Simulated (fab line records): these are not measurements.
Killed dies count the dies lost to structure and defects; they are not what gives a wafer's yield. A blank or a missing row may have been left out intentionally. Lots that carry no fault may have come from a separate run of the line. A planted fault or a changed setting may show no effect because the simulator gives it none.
fab line records | flow nandHarc
[record] lots = 12 | wafers = 36 | lastDay = 33
route steps=1302 shown P_STI@72 P_GATE@202 END@1302
lots untouched by any fault: they come from a run of this same line in which no faults occurred
startH: the number of hours between the record's first day and the start of the first shown wafer of the lot | waitH: hours elapsed since this lot's preceding step | " same as the row above | L1.1+2: several wafers, shown together as one row | - no value, or no start was given | * or withheld: withheld | < > ~ a bound
route shown NAME@n: NAME is a module with steps in the file, n the number in the route of the first one | usual: mean/standard deviation of fault-free wafers | same: alike in all rows | chamber/n: place in a boat | sites: each site's reading | _std_site: how widely they spread, as a standard deviation | _edge_site: inner sites' mean taken away from outer sites' mean | radiusMm: for every site, how far away it sits from the centre of the wafer | mask NAME#n: copy n | behind: the tool/chamber that last shaped the wafer | hold: the reason the lot was held/the length of the hold in hours/how it ended | device: the n, p or np transistor that did not switch | end of line: the same wafers' tests at the end of the route | a step without rows: its recipe alone | killed: count of dies lost to structure and defects at first sort (not the wafer's yield) | map: shows each die of a wafer: x if killed, . if not, _ if none is there
set.NAME: the run value of the setting; set.NAME@STEP: its run value at that earlier step | model.NAME: the simulator's own value behind a step, which no gauge read
route steps across a sampled set of lots; one table per step, one row per wafer
services: the hour from which a tool's chamber was out of use, counted from the record's first day as startH (under 0 if before that day), plus the number of hours and why
[[steps]]
[step NHARC_P_STI_OXIDE_29]
[recipe] targetThkA = 100 | tempC = 900 | oxTimeS = 1362 | material = SiO2
[usual] spikeTcCentreC = 900.8/1.1 | spikeTcTopC = 908.1/1.4
lot.wafer | tool       | chamber | startH | waitH | spikeTcCentreC | spikeTcTopC
L408.1    | furnace-03 | 0       | 31.47  | -     | 901.3          | 910.7
L408.3    | "          | 0       | "      | "     | 900.6          | 910.4
L408.4    | "          | 0       | "      | "     | 901.7          | 910.9
L410.1    | furnace-03 | 0       | 52.45  | -     | 901.9          | 911.0
L410.2    | "          | 0       | "      | "     | 900.2          | 912.0
L410.3    | "          | 0       | "      | "     | 899.4          | 910.7
L412.2    | furnace-03 | 0       | 71.67  | -     | 900.5          | 910.1
L412.3    | "          | 0       | "      | "     | 900.0          | 909.4
L412.6    | "          | 0       | "      | "     | 899.9          | 909.6
L415.1    | furnace-01 | 0       | 101.82 | -     | 901.7          | 905.8
L415.3    | "          | 0       | "      | "     | 901.8          | 907.8
L415.5    | "          | 0       | "      | "     | 901.3          | 906.9
L416.1    | furnace-01 | 0       | 112.90 | -     | 900.5          | 908.1
L416.4    | "          | 0       | "      | "     | 900.9          | 908.5
L416.5    | "          | 0       | "      | "     | 899.4          | 906.8
L417.2    | furnace-01 | 0       | 120.86 | -     | 900.3          | 907.0
L417.4    | "          | 0       | "      | "     | 901.7          | 907.4
L417.5    | "          | 0       | "      | "     | 900.9          | 908.8
L418.1    | furnace-01 | 0       | 134.50 | -     | 901.3          | 906.0
L418.3    | "          | 0       | "      | "     | 901.6          | 908.7
L418.4    | "          | 0       | "      | "     | 900.8          | 908.1
L427.1    | furnace-02 | 0       | 225.21 | -     | 901.1          | 907.1
L427.2    | "          | 0       | "      | "     | 900.7          | 907.6
L427.3    | "          | 0       | "      | "     | 900.0          | 906.9
L428.1    | furnace-02 | 0       | 236.13 | -     | 900.9          | 906.7
L428.2    | "          | 0       | "      | "     | 899.6          | 907.5
L428.3    | "          | 0       | "      | "     | 900.0          | 907.6
L429.2    | furnace-01 | 0       | 246.13 | -     | 902.3          | 907.7
L429.4    | "          | 0       | "      | "     | 900.3          | 908.1
L429.5    | "          | 0       | "      | "     | 899.7          | 908.1
L430.2    | furnace-01 | 0       | 250.86 | -     | 901.3          | 907.3
L430.4    | "          | 0       | "      | "     | 902.0          | 908.4
L430.5    | "          | 0       | "      | "     | 903.7          | 907.8
L431.1    | furnace-01 | 0       | 260.86 | -     | 900.6          | 907.2
L431.5    | "          | 0       | "      | "     | 902.3          | 907.6
L431.6    | "          | 0       | "      | "     | 901.0          | 906.2
[step NHARC_P_STI_INSPECT_11]
[usual] rawDefectCount = 5.4/2.6
lot.wafer | tool             | chamber | startH | waitH | rawDefectCount
L408.1    | defectInspect-01 | -       | 43.25  | 0.0   | 1
L408.3    | "                | -       | "      | "     | 2
L408.4    | "                | -       | "      | "     | 2
L410.1    | defectInspect-01 | -       | 65.45  | 0.0   | 3
L410.2    | "                | -       | "      | "     | 5
L410.3    | "                | -       | "      | "     | 5
L412.2    | defectInspect-01 | -       | 84.68  | 0.0   | 4
L412.3    | "                | -       | "      | "     | 3
L412.6    | "                | -       | "      | "     | 6
L415.1    | defectInspect-02 | -       | 113.17 | 0.0   | 3
L415.3    | "                | -       | "      | "     | 7
L415.5    | "                | -       | "      | "     | 6
L416.1    | defectInspect-02 | -       | 124.28 | 0.0   | 5
L416.4    | "                | -       | "      | "     | 4
L416.5    | "                | -       | "      | "     | 9
L417.2    | defectInspect-02 | -       | 132.22 | 0.0   | 442
L417.4    | "                | -       | "      | "     | 420
L417.5    | "                | -       | "      | "     | 437
L418.1    | defectInspect-01 | -       | 145.85 | 0.0   | 432
L418.3    | "                | -       | "      | "     | 427
L418.4    | "                | -       | "      | "     | 450
L427.1    | defectInspect-02 | -       | 236.60 | 0.0   | 4
L427.2    | "                | -       | "      | "     | 4
L427.3    | "                | -       | "      | "     | 6
L428.1    | defectInspect-01 | -       | 249.18 | 0.1   | 5
L428.2    | "                | -       | "      | "     | 5
L428.3    | "                | -       | "      | "     | 2
L429.2    | defectInspect-01 | -       | 257.53 | 0.0   | 6
L429.4    | "                | -       | "      | "     | 6
L429.5    | "                | -       | "      | "     | 7
L430.2    | defectInspect-02 | -       | 262.29 | 0.0   | 1
L430.4    | "                | -       | "      | "     | 3
L430.5    | "                | -       | "      | "     | 5
L431.1    | defectInspect-02 | -       | 272.09 | 0.0   | 8
L431.5    | "                | -       | "      | "     | 6
L431.6    | "                | -       | "      | "     | 4
[step NHARC_P_STI_CMP_21]
[recipe] tOverpolishS = 20 | targetThkNm = 380.67
[usual] motorCurrentA = 12.4/1.3 | overpolishRunS = 20.000/0.0085
lot.wafer | tool   | chamber | startH | waitH | motorCurrentA | overpolishRunS
L408.4    | cmp-01 | 0       | 62.00  | 0.4   | 10.7          | 19.993
L408.3    | "      | 1       | "      | "     | 14.1          | 20.001
L408.1    | "      | 2       | "      | "     | 11.6          | 19.990
L410.2    | cmp-02 | 2       | 87.92  | 0.4   | 12.4          | 19.996
L410.1    | "      | 3       | "      | "     | 11.1          | 19.997
L410.3    | "      | 0       | "      | "     | 10.9          | 20.003
L412.2    | cmp-01 | 2       | 102.19 | 0.4   | 11.9          | 19.992
L412.3    | "      | 1       | "      | "     | 14.9          | 20.009
L412.6    | "      | 3       | "      | "     | 11.0          | 19.992
L415.3    | cmp-04 | 2       | 131.40 | 0.4   | 12.4          | 19.993
L415.1    | "      | 3       | "      | "     | 13.0          | 19.992
L415.5    | "      | 3       | "      | "     | 14.4          | 20.010
L416.4    | cmp-02 | 2       | 145.53 | 0.4   | 12.0          | 19.992
L416.1    | "      | 3       | "      | "     | 12.0          | 20.006
L416.5    | "      | 2       | "      | "     | 12.1          | 19.998
L417.2    | cmp-01 | 3       | 153.01 | 0.4   | 11.1          | 20.000
L417.4    | "      | 0       | "      | "     | 11.5          | 20.005
L417.5    | "      | 1       | "      | "     | 14.8          | 19.991
L418.4    | cmp-02 | 1       | 165.83 | 0.4   | 11.9          | 20.004
L418.1    | "      | 2       | "      | "     | 12.8          | 19.988
L418.3    | "      | 3       | "      | "     | 11.4          | 20.004
L427.3    | cmp-01 | 2       | 260.18 | 0.4   | 11.9          | 19.998
L427.2    | "      | 3       | "      | "     | 10.9          | 20.002
L427.1    | "      | 1       | "      | "     | 15.9          | 20.006
L428.3    | cmp-04 | 2       | 269.26 | 0.4   | 13.2          | 20.004
L428.1    | "      | 0       | "      | "     | 15.0          | 20.006
L428.2    | "      | 1       | "      | "     | 12.4          | 20.002
L430.4    | cmp-02 | 3       | 279.80 | 0.4   | 11.7          | 19.981
L430.2    | "      | 2       | "      | "     | 12.9          | 20.002
L430.5    | "      | 3       | "      | "     | 11.3          | 20.001
L429.2    | cmp-01 | 2       | 279.85 | 0.4   | 11.3          | 20.011
L429.4    | "      | 3       | "      | "     | 11.3          | 19.998
L429.5    | "      | 0       | "      | "     | 11.7          | 20.004
L431.1    | cmp-04 | 1       | 293.00 | 0.4   | 12.3          | 19.995
L431.5    | "      | 0       | "      | "     | 14.5          | 20.004
L431.6    | "      | 1       | "      | "     | 13.0          | 20.014
[step NHARC_P_GATE_DESCUM_93]
[recipe] timeS = 3 | o2FlowSccm = 200 | arFlowSccm = 0 | biasPowerW = 0 | chemistry = O2
[usual] drypumpMotorCurrentA = 5.6/0.49 | oesProductAu = 1.000/0.0084 | rfVppV = 57.7/0.85 | showerheadPlenumPTorr = 1.90/0.061 | throttleValvePct = 11.312/0.0097
[same] timeS = 3
lot.wafer | tool       | chamber | startH | waitH | drypumpMotorCurrentA | oesProductAu | rfHoursCounterH | rfVppV | showerheadPlenumPTorr | throttleValvePct
L408.3    | rieDiel-13 | 1       | 109.44 | -     | 4.8                  | 1.006        | 6.1             | 57.4   | 1.84                  | 11.303
L408.1    | "          | 2       | "      | "     | 6.2                  | 1.016        | 6.1             | 57.1   | 1.83                  | 11.311
L408.4    | "          | 3       | "      | "     | 6.2                  | 0.999        | 6.7             | 58.0   | 1.93                  | 11.307
L410.2    | rieDiel-13 | 1       | 139.65 | -     | 4.9                  | 1.006        | 7.7             | 58.0   | 1.83                  | 11.327
L410.3    | "          | 2       | "      | "     | 6.2                  | 1.005        | 8.6             | 57.6   | 1.83                  | 11.306
L410.1    | "          | 3       | "      | "     | 6.2                  | 0.998        | 9.2             | 57.8   | 1.93                  | 11.332
L412.3    | rieDiel-09 | 0       | 164.93 | -     | 5.0                  | 1.012        | 0.4             | 58.0   | 1.97                  | 11.315
L412.2    | "          | 2       | "      | "     | 5.1                  | 1.010        | 0.7             | 59.2   | 1.92                  | 11.324
L412.6    | "          | 0       | "      | "     | 5.0                  | 1.015        | -               | 58.1   | 1.97                  | 11.316
L415.3    | rieDiel-02 | 0       | 181.64 | -     | 5.6                  | 1.009        | 7.7             | 58.6   | 1.99                  | 11.314
L415.1    | "          | 1       | "      | "     | 5.9                  | 1.006        | 5.9             | 58.0   | 1.79                  | 11.302
L415.5    | "          | 0       | "      | "     | 5.6                  | 1.009        | -               | 57.2   | 1.98                  | 11.311
L417.4    | rieDiel-09 | 1       | 199.08 | -     | 6.2                  | 0.999        | 1.7             | 56.7   | 1.95                  | 11.326
L417.2    | "          | 2       | "      | "     | 5.2                  | 1.000        | 2.2             | 59.3   | 1.92                  | 11.307
L417.5    | "          | 0       | "      | "     | 5.0                  | 1.009        | -               | 58.6   | 1.97                  | 11.305
L416.1    | rieDiel-13 | 1       | 200.14 | -     | 4.9                  | 1.012        | 1.1             | 58.1   | 1.83                  | 11.314
L416.4    | "          | 2       | "      | "     | 6.2                  | 1.011        | 1.1             | 58.2   | 1.83                  | 11.302
L416.5    | "          | 1       | "      | "     | 4.9                  | 1.005        | -               | 56.7   | 1.83                  | 11.311
L418.4    | rieDiel-09 | 2       | 220.97 | -     | 5.1                  | 1.001        | 4.2             | 56.9   | 1.92                  | 11.317
L418.1    | "          | 3       | "      | "     | 5.8                  | 0.992        | 4.1             | 57.4   | 1.91                  | 11.325
L418.3    | "          | 0       | "      | "     | 5.0                  | 1.008        | 3.6             | 56.7   | 1.97                  | 11.300
L427.2    | rieDiel-02 | 0       | 310.24 | -     | 5.6                  | 1.006        | 3.9             | 58.4   | 1.98                  | 11.316
L427.1    | "          | 1       | "      | "     | 5.9                  | 1.009        | 4.0             | 57.2   | 1.79                  | 11.308
L427.3    | "          | 2       | "      | "     | 5.3                  | 0.989        | 2.3             | 55.8   | 1.80                  | 11.305
L428.3    | rieDiel-13 | 2       | 321.29 | -     | 6.2                  | 1.010        | 8.7             | 57.2   | 1.83                  | 11.313
L428.2    | "          | 3       | "      | "     | 6.3                  | 1.004        | 8.9             | 58.5   | 1.93                  | 11.316
L428.1    | "          | 0       | "      | "     | 5.8                  | 0.999        | 8.8             | 57.5   | 1.85                  | 11.309
L430.4    | rieDiel-13 | 1       | 329.10 | -     | 4.9                  | 0.996        | 7.7             | 57.3   | 1.83                  | 11.309
L430.2    | "          | 0       | "      | "     | 5.8                  | 1.001        | 8.9             | 56.2   | 1.85                  | 11.331
L430.5    | "          | 1       | "      | "     | 4.9                  | 0.997        | -               | 57.7   | 1.83                  | 11.301
L429.2    | rieDiel-09 | 2       | 329.88 | -     | 5.2                  | 0.991        | 0               | 58.6   | 1.91                  | 11.308
L429.4    | "          | 1       | "      | "     | 6.2                  | 0.999        | 0               | 57.5   | 1.94                  | 11.301
L429.5    | "          | 2       | "      | "     | 5.2                  | 0.992        | -               | 57.2   | 1.91                  | 11.327
L431.1    | rieDiel-02 | 0       | 339.75 | -     | 5.6                  | 1.011        | 6.7             | 58.9   | 1.98                  | 11.302
L431.5    | "          | 2       | "      | "     | 5.3                  | 0.995        | -               | 56.7   | 1.79                  | 11.322
L431.6    | "          | 3       | "      | "     | 5.8                  | 0.983        | -               | 56.5   | 1.96                  | 11.320
[step NHARC_P_GATE_DEGAS_109]
[recipe] tempC = 300 | timeS = 60
[usual] heaterPowerW = 475/53
[same] timeS = 60
lot.wafer | tool          | chamber | startH | waitH | heaterPowerW
L408.4    | pvdSputter-03 | -       | 111.39 | 0.1   | 470
L408.3    | "             | -       | "      | "     | 395
L408.1    | "             | -       | "      | "     | 397
L410.3    | pvdSputter-02 | -       | 141.60 | 0.1   | 488
L410.2    | "             | -       | "      | "     | 444
L410.1    | "             | -       | "      | "     | 448
L412.2    | pvdSputter-03 | -       | 167.03 | 0.1   | 475
L412.3    | "             | -       | "      | "     | 397
L412.6    | "             | -       | "      | "     | 404
L415.1    | pvdSputter-01 | -       | 183.61 | 0.1   | 550
L415.3    | "             | -       | "      | "     | 449
L415.5    | "             | -       | "      | "     | 474
L417.2    | pvdSputter-02 | -       | 201.02 | 0.1   | 497
L417.4    | "             | -       | "      | "     | 439
L417.5    | "             | -       | "      | "     | 486
L416.4    | pvdSputter-01 | -       | 202.11 | 0.1   | 538
L416.1    | "             | -       | "      | "     | 580
L416.5    | "             | -       | "      | "     | 531
L418.4    | pvdSputter-01 | -       | 222.93 | 0.1   | 471
L418.1    | "             | -       | "      | "     | 539
L418.3    | "             | -       | "      | "     | 452
L427.2    | pvdSputter-02 | -       | 312.18 | 0.1   | 529
L427.3    | "             | -       | "      | "     | 505
L427.1    | "             | -       | "      | "     | 483
L428.1    | pvdSputter-03 | -       | 323.22 | 0.1   | 402
L428.3    | "             | -       | "      | "     | 448
L428.2    | "             | -       | "      | "     | 481
L430.2    | pvdSputter-03 | -       | 331.07 | 0.1   | 430
L430.4    | "             | -       | "      | "     | 404
L430.5    | "             | -       | "      | "     | 417
L429.2    | pvdSputter-02 | -       | 331.83 | 0.1   | 420
L429.4    | "             | -       | "      | "     | 536
L429.5    | "             | -       | "      | "     | 519
L431.1    | pvdSputter-01 | -       | 343.30 | 0.1   | 464
L431.6    | "             | -       | "      | "     | 559
L431.5    | "             | -       | "      | "     | 547
[step NHARC_END_SORT_01]
[recipe] tempC = 25
[usual] killedAtArray = 50/17 | killedAtOther = 0.7/1 | killedAtPeriphery = 3.4/2.4 | killedDies = 54/17 | killedOpen = 3.3/1.7 | killedShort = 2.5/1.6
[same] grossDies = 677
lot.wafer | tool      | chamber | startH | waitH | killedAtArray | killedAtOther | killedAtPeriphery | killedDies | killedOpen | killedShort
L417.2    | prober-02 | 0       | 664.87 | 2.8   | 35            | 0             | 287               | 322        | 3          | 2
L417.4    | prober-02 | 0       | 666.47 | 3.4   | 48            | 0             | 300               | 348        | 1          | 2
L417.5    | prober-02 | 0       | 667.28 | 3.7   | 39            | 0             | 297               | 336        | 0          | 1
L418.1    | prober-01 | 0       | 673.38 | 2.5   | 37            | 0             | 293               | 330        | 3          | 1
L418.3    | prober-01 | 0       | 674.98 | 3.1   | 27            | 0             | 306               | 333        | 0          | 2
L418.4    | prober-01 | 0       | 675.78 | 3.4   | 32            | 0             | 296               | 328        | 2          | 0
// killed by level:class
L417.2 P_STI:unspecified=284 A_CHANNEL_HOLE_D1:chamberFilmFlake=12 A_CHANNEL_HOLE_D2:chamberFilmFlake=11 A_STAIRCASE:chamberFilmFlake=4 A_CHANNEL_FILL_D1:chamberFilmFlake=3 P_M2:geometricParticle:open=2 A_WL_FILL:geometricParticle:short=2 P_BONDPAD:geometricParticle:open=1
L417.4 P_STI:unspecified=300 A_CHANNEL_HOLE_D1:chamberFilmFlake=31 A_CHANNEL_HOLE_D2:chamberFilmFlake=5 A_STAIRCASE:chamberFilmFlake=3 A_ONON_D2:geometricParticle:short=2 A_DECK1_JOINT:geometricParticle:open=1 A_WL_FILL:chamberFilmFlake=1 A_BONDPAD:chamberFilmFlake=1
L417.5 P_STI:unspecified=296 A_CHANNEL_HOLE_D1:chamberFilmFlake=22 A_CHANNEL_HOLE_D2:chamberFilmFlake=7 A_SLIT:chamberFilmFlake=4 A_CONTACT:chamberFilmFlake=3 A_WL_FILL:geometricParticle:short=1 A_DECK1_JOINT:chamberFilmFlake=1 A_BONDPAD:chamberFilmFlake=1
L418.1 P_STI:unspecified=293 A_CHANNEL_HOLE_D2:chamberFilmFlake=11 A_CHANNEL_HOLE_D1:chamberFilmFlake=11 A_CONTACT:chamberFilmFlake=4 A_STAIRCASE:chamberFilmFlake=2 A_CHANNEL_FILL_D1:chamberFilmFlake=2 A_SLIT:chamberFilmFlake=2 A_ONON_D1:geometricParticle:open=1
L418.3 P_STI:unspecified=306 A_CHANNEL_HOLE_D2:chamberFilmFlake=10 A_SLIT:chamberFilmFlake=5 A_CONTACT:chamberFilmFlake=4 A_CHANNEL_HOLE_D1:chamberFilmFlake=2 A_CHANNEL_FILL_D2:chamberFilmFlake=2 A_CHANNEL_FILL_D1:geometricParticle:short=1 A_M1:geometricParticle:short=1
L418.4 P_STI:unspecified=296 A_CHANNEL_HOLE_D2:chamberFilmFlake=11 A_CHANNEL_HOLE_D1:chamberFilmFlake=6 A_CONTACT:chamberFilmFlake=5 A_M1:chamberFilmFlake=3 A_STAIRCASE:chamberFilmFlake=2 A_WL_FILL:geometricParticle:open=1 A_BLC:geometricParticle:open=1
[[services]]
tool          | chamber | startH | hours | kind
rieDiel-09    | 0       | 18.06  | 18.3  | repair
rieDiel-13    | 1       | 21.62  | 1.9   | repair
cmp-02        | -       | 24.45  | 1.1   | repair
cmp-02        | -       | 36.51  | 4.0   | pm
rieDiel-13    | 0       | 47.28  | 8.4   | repair
pvdSputter-01 | -       | 52.00  | 10.0  | pm
cmp-02        | -       | 77.94  | 0.7   | repair
cmp-01        | -       | 81.35  | 0.3   | repair
cmp-01        | -       | 84.40  | 1.1   | repair
cmp-01        | -       | 87.50  | 4.0   | pm
rieDiel-13    | -       | 89.51  | 0.5   | repair
cmp-01        | -       | 160.20 | 2.5   | repair
rieDiel-13    | -       | 165.00 | 9.0   | pm
cmp-01        | -       | 185.50 | 4.0   | pm
furnace-01    | -       | 211.91 | 26.0  | pm
rieDiel-13    | 1       | 242.72 | 8.6   | repair
rieDiel-13    | 3       | 262.99 | 15.8  | repair
cmp-01        | -       | 283.50 | 4.0   | pm
rieDiel-13    | 3       | 292.77 | 2.9   | repair
rieDiel-13    | 2       | 295.12 | 15.4  | repair
rieDiel-13    | 0       | 295.13 | 13.1  | repair
cmp-01        | -       | 312.61 | 1.6   | repair
rieDiel-13    | 1       | 314.96 | 4.5   | repair
rieDiel-13    | -       | 342.00 | 9.0   | pm
[[key]]
[firstSign] step = NHARC_P_STI_INSPECT_11 | reading = rawDefectCount | direction = up | sigmas = 99+ | usual = 5.4 | struck = 434.7
[effect] step = NHARC_END_SORT_01 | reading = killedAtPeriphery | direction = up | sigmas = 99+ | usual = 3.4 | struck = 296.5
[moreKillsBornAt] NHARC_P_STI_OXIDE_29@furnace-01 = 1775
metAt NHARC_P_STI_OXIDE_29
struckLots L417,L418
testerLeftOut L417,L418
notActingAt NHARC_P_STI_CMP_21,NHARC_P_GATE_DESCUM_93,NHARC_P_GATE_DEGAS_109
onsetBetween 112.90 120.86
[fault] kind = chamberParticleSource | tool = furnace-01 | chamber = - | onsetH = 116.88 | steps = NHARC_P_STI_OXIDE_29 | ratePerVisitCm2 = 0.67857 | endH = 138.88
// testerLeftOut: of these lots the tester's yield and bins aren't shown, on N5 and GAA mostly nor the transistor test; their killed dies are dies lost to structure and defects alone, not to doping, threshold or leakage, so they don't give the yield
